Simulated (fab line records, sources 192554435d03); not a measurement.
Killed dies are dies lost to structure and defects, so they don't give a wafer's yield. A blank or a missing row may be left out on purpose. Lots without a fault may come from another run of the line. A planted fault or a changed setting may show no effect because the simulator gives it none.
Chamber matching | flow n5_finfet | N5_BEOL_M14_ILD_DEP_00 on pecvd-01: 3 sister chambers
The step deposits SiO2 from TEOS/O2, target thk 1119.3 nm, time 237.4 s. 22 wafers are shown with their chamber, then 11 later ones without.

WAFERS WITH THEIR CHAMBER
wafer  | chamber | throttle_valve_pct (%) | heater_power_w (W) | showerhead_plenum_p_Torr (Torr)
L075.1 | 0       | 22.9                   | 930                | 8.34
L075.2 | 2       | 18.5                   | 541                | 8.34
L075.6 | 1       | 17.8                   | 504                | 8.37
L078.1 | 2       | 18.3                   | 515                | 8.32
L078.2 | 0       | 22.8                   | 884                | 8.35
L078.3 | 1       | 18.1                   | 643                | 8.38
L078.4 | 1       | 18.3                   | 523                | 8.37
L078.5 | 0       | 22.4                   | 948                | 8.36
L078.6 | 2       | 18.3                   | 560                | 8.35
L079.2 | 1       | 18.2                   | 649                | 8.36
L079.3 | 2       | 18.7                   | 514                | 8.34
L079.4 | 1       | 18.1                   | 521                | 8.38
L080.2 | 0       | 22.6                   | 803                | 8.36
L080.5 | 0       | 22.5                   | 928                | 8.35
L080.6 | 1       | 18.0                   | 508                | 8.36
L083.3 | 1       | 18.2                   | 506                | 8.36
L083.5 | 0       | 22.8                   | 840                | 8.34
L083.6 | 1       | 18.0                   | 609                | 8.36
L081.1 | 0       | 22.7                   | 876                | 8.33
L081.4 | 0       | 22.6                   | 928                | 8.33
L081.5 | 0       | 22.8                   | 757                | 8.34
L082.1 | 2       | 18.7                   | 574                | 8.33

SIGNATURES (means of the wafers above)
reading                  | chamber 0 | chamber 1 | chamber 2 | scatter within a chamber
throttle_valve_pct       | 22.678    | 18.087    | 18.500    | 0.169
heater_power_w           | 877.11    | 557.88    | 540.80    | 58.9
showerhead_plenum_p_Torr | 8.3444    | 8.3675    | 8.3360    | 0.0105
Rule: a wafer's distance from a chamber is the root of the sum, over the readings, of the square of ((its reading less the chamber's mean) divided by the reading's scatter). The wafer belongs to the nearest chamber; if the next one is less than 2 further off, it can't be placed. The scatter: the root of (the sum of the squares of (reading less its chamber's mean) over the shown wafers, divided by (wafers less chambers)).

WAFERS WITHOUT THEIR CHAMBER
wafer  | throttle_valve_pct (%) | heater_power_w (W) | showerhead_plenum_p_Torr (Torr)
L082.3 | 22.6                   | 929                | 8.34
L082.4 | 18.6                   | 506                | 8.41
L088.1 | 18.0                   | 537                | 8.38
L088.5 | 22.6                   | 760                | 8.33
L088.6 | 18.4                   | 559                | 8.34
L085.2 | 22.6                   | 960                | 8.33
L085.3 | 18.2                   | 667                | 8.39
L085.4 | 17.9                   | 511                | 8.40
L094.1 | 18.4                   | 442                | 8.34
L094.5 | 22.6                   | 881                | 8.35
L094.6 | 18.2                   | 601                | 8.37

WHICH CHAMBER EACH WENT THROUGH
wafer  | from the rows above     | in truth
L082.3 | 0                       | 0
L082.4 | can't be placed: 1 or 2 | 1
L088.1 | 1                       | 1
L088.5 | 0                       | 0
L088.6 | 2                       | 2
L085.2 | 0                       | 0
L085.3 | 1                       | 1
L085.4 | 1                       | 1
L094.1 | can't be placed: 2 or 1 | 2
L094.5 | 0                       | 0
L094.6 | 1                       | 1
Placed correctly: 9 of 11. Can't be placed from these rows: 2 (the true chamber is among the candidates in 2). Placed wrongly: 0.
